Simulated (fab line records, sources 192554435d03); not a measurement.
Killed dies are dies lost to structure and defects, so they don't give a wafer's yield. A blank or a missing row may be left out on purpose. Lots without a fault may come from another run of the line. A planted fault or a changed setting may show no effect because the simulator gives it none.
Which tool did it? | flow n5_finfet | 12 lots, 36 wafers sampled, at 3 steps of a route of 1938

WHAT THE GAUGES READ, wafer by wafer
N5_BEOL_M7_CD_MEAS_35: target cd 40 nm.
lot  | measured     | on        | cd_nm (nm)
L075 | day 9 17:23  | cd_sem-03 | 39.5 40.3 39.7
L076 | day 9 23:13  | cd_sem-03 | 40.3 39.5 40.2
L081 | day 10 09:16 | cd_sem-03 | 38.7 40.0 40.0
L080 | day 10 21:04 | cd_sem-02 | 39.7 40.1 39.6
L083 | day 11 05:40 | cd_sem-03 | 39.1 38.7 39.5
L084 | day 12 02:46 | cd_sem-03 | 39.0 37.8 38.9
L086 | day 12 05:46 | cd_sem-03 | 40.4 39.5 40.6
L089 | day 13 05:34 | cd_sem-03 | 39.2 38.9 38.3
L092 | day 13 12:27 | cd_sem-03 | 40.6 41.0 40.8
L093 | day 13 12:51 | cd_sem-03 | 40.1 40.2 39.9
L097 | day 14 15:32 | cd_sem-03 | 39.6 40.2 40.2
L095 | day 14 15:56 | cd_sem-01 | 38.9 39.5 40.5

WHICH TOOL RAN EACH LOT (tool, then ch and the chambers of the sampled wafers, then the start)
lot  | N5_BEOL_M7_STRIP_36                | N5_BEOL_M7_STRIP_80
L075 | rie_diel-05 ch 2,3, day 9 17:02    | rie_diel-05 ch 2,3, day 9 17:23 or earlier
L076 | rie_diel-03 ch 0,1,2, day 9 22:45  | rie_diel-03 ch 0,1,2, day 9 23:13 or earlier
L081 | rie_diel-03 ch 1,3, day 10 08:55   | rie_diel-03 ch 1,3, day 10 09:16 or earlier
L080 | rie_diel-01 ch 0,2,3, day 10 20:43 | rie_diel-01 ch 0,2,3, day 10 21:04 or earlier
L083 | rie_diel-03 ch 1,2,3, day 11 05:18 | rie_diel-03 ch 1,2,3, day 11 05:40 or earlier
L084 | rie_diel-01 ch 0,2, day 12 02:24   | rie_diel-01 ch 0,2, day 12 02:46 or earlier
L086 | rie_diel-03 ch 0,2,3, day 12 05:25 | rie_diel-03 ch 0,2,3, day 12 05:46 or earlier
L089 | rie_diel-01 ch 0,1, day 13 05:13   | rie_diel-01 ch 0,1, day 13 05:34 or earlier
L092 | rie_diel-01 ch 1,2,3, day 13 12:06 | rie_diel-01 ch 1,2,3, day 13 12:27 or earlier
L093 | rie_diel-01 ch 0,2, day 13 12:30   | rie_diel-01 ch 0,2, day 13 12:51 or earlier
L097 | rie_diel-01 ch 1,2,3, day 14 15:11 | rie_diel-01 ch 1,2,3, day 14 15:32 or earlier
L095 | rie_diel-01 ch 1,2,3, day 14 15:35 | rie_diel-01 ch 1,2,3, day 14 15:56 or earlier
- N5_BEOL_M7_STRIP_36: strips in N2/H2.
- N5_BEOL_M7_STRIP_80: strips in N2/H2, time 10 s.

THE ANSWER, worked out from the rows above alone
Rule: what is usual is taken from the lots themselves. Put in order of their means at a reading, lots are off if they are a third of the lots or fewer, leave a main group of 4 or more, and stand apart from it by a gap of 3 or more times the standard deviation of the main group's means; of several such gaps the widest counts. A main group whose means are all the same, to the digits that the tables above print for the reading, isn't used. A lot without any number at a reading at which 4 lots or more have one is off too. The other lots that the step has rows for count as sound.
No lot is off at any reading shown: from this, nothing can be told.

WHAT THE SIMULATOR HAD PUT IN
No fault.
